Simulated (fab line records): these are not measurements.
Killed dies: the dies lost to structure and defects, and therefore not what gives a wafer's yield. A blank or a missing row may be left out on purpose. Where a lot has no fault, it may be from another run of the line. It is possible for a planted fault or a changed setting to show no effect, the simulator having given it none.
Struck lot and sound lot, side by side | flow n5 finfet | 23 out of 1938 route steps
Sound: the wafers L473.2, L473.4, L473.6. Wafers struck: L471.2, L471.3, L471.5. The cause is given at the end.
Each step with rows lists, per side, the tool, then ch with its chambers, then its first start. Under that, the readings that differ: sound wafers | struck wafers | difference of the means | sigmas: that difference in standard deviations of wafers without a fault.
alike: words and numbers the same on both sides, and readings whose means are apart by under 2 such deviations; not compared: readings that were withheld, readings missing a value for some wafer, numbers with overlapping values and no deviation given by the record, and bounds like >300 which may hide the same value.
Wherever a step has rows on one side only, a row that says differs or no value, or a row with sigmas, the two part there. Non-overlapping numbers with no deviation appear without sigmas and do not part them. A reading missing from all wafers of one side parts the sides only when that side holds two or more wafers.

first, 8 steps without rows for these wafers: N5_BEOL_M7_ANNEAL_51 (time 90 s); N5_BEOL_M7_CMP_52 (polishes, stops on SiCOH lowk, t overpolish 6.9 s, target thk 80 nm); N5_BEOL_M7_PRE_CLEAN_55 (time 15 s); N5_BEOL_M7_DEP_56 (deposits SiCN from 3MS/NH3, target thk 10 nm, time 17.5 s); N5_BEOL_M8_ILD_DEP_00 (deposits SiCOH lowk from DEMS/porogen, target thk 179.75 nm, time 33.4 s); N5_BEOL_M8_CURE_74 (cures SiCOH lowk, time 240 s); N5_BEOL_M8_PECVD_70 (deposits SiO2 from TEOS/O2, target thk 20 nm, time 22.7 s); N5_BEOL_M8_HM_DEP_02 (deposits TiN, target thk 20 nm).
N5_BEOL_M8_COAT_59: time 60 s, resist thk 100 nm.
  sound on litho track-05 ch 0, day 15 07:02; struck on litho track-04 ch 0, day 14 12:43
  reading                                  | sound                | struck               | difference | sigmas
  spin speed rpm (rpm)                     | 1500.6 1499.9 1499.0 | 1171.7 1167.8 1170.2 | -329.9     | -99 or more
  model.SOC_of_BEOL_M8_COAT_59.thk nm (nm) | 99.8 100 99.8        | 113.2 113 113        | +13.2      |
then, 9 steps without rows for these wafers: N5_BEOL_M8_COAT_60 (time 60 s, resist thk 35 nm); N5_BEOL_M8_COAT_05 (resist thk 90 nm); N5_BEOL_M8_EBR_07; N5_BEOL_M8_SOFTBAKE_06 (time 60 s); N5_BEOL_M8_EXPOSE_08 (exposes mask M8); N5_BEOL_M8_PEB_09 (peb time 60 s); N5_BEOL_M8_DEVELOP_10 (develop time 30 s); N5_BEOL_M8_DESCUM_16 (chemistry O2, time 7.9 s); N5_BEOL_M8_ETCH_61 (etches SiARC in CF4, target depth 45.5 nm, time 75.8 s).
N5_BEOL_M8_ETCH_62: etches SOC in N2/H2, target depth 110 nm, overetch 22 nm, time 165 s.
  sound on rie diel-06 ch 0,1,3, day 15 07:35; struck on rie diel-06 ch 1,2, day 14 13:20
  reading                  | sound           | struck          | difference | sigmas
  model.etch.depth nm (nm) | 99.74 100 99.73 | 113.1 112.9 113 | +13.2      |
  alike: drypump motor current A, oes product au, rf vpp V, showerhead plenum p Torr, throttle valve pct
  not compared: rf hours counter h
then, 2 steps without rows for these wafers: N5_BEOL_M8_STRIP_68 (strips in N2/H2); N5_BEOL_M8_STRIP_67 (strips in CF4).
N5_BEOL_M8_HM_OPEN_17: chemistry Cl2/BCl3, target TiN, target depth 20 nm, overetch 6 nm.
  sound on rie metal-03 ch 0,1, day 15 07:46; struck on rie metal-02 ch 0, day 14 13:31
  reading                                  | sound          | struck        | difference | sigmas
  model.SOC_of_BEOL_M8_COAT_59.thk nm (nm) | 91.8 91.6 91.8 | 105.2 105 105 | +13.3      |
  alike: drypump motor current A, he backside leak sccm, mfc ar sccm, oes_ar_750_au, oes product au, throttle valve pct
  not compared: rf hours counter h
then, 1 step without rows for these wafers: N5_BEOL_M8_STRIP_19 (strips in O2).

WHERE THEY PART
Within this record, at N5_BEOL_M8_COAT_59 only. Later steps at which nothing parts them and some readings are alike: N5_BEOL_M8_ETCH_62, N5_BEOL_M8_HM_OPEN_17.

WHY: the cause the simulator had injected
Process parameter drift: litho track-04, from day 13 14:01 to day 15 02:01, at N5_BEOL_M8_COAT_59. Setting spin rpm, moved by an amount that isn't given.
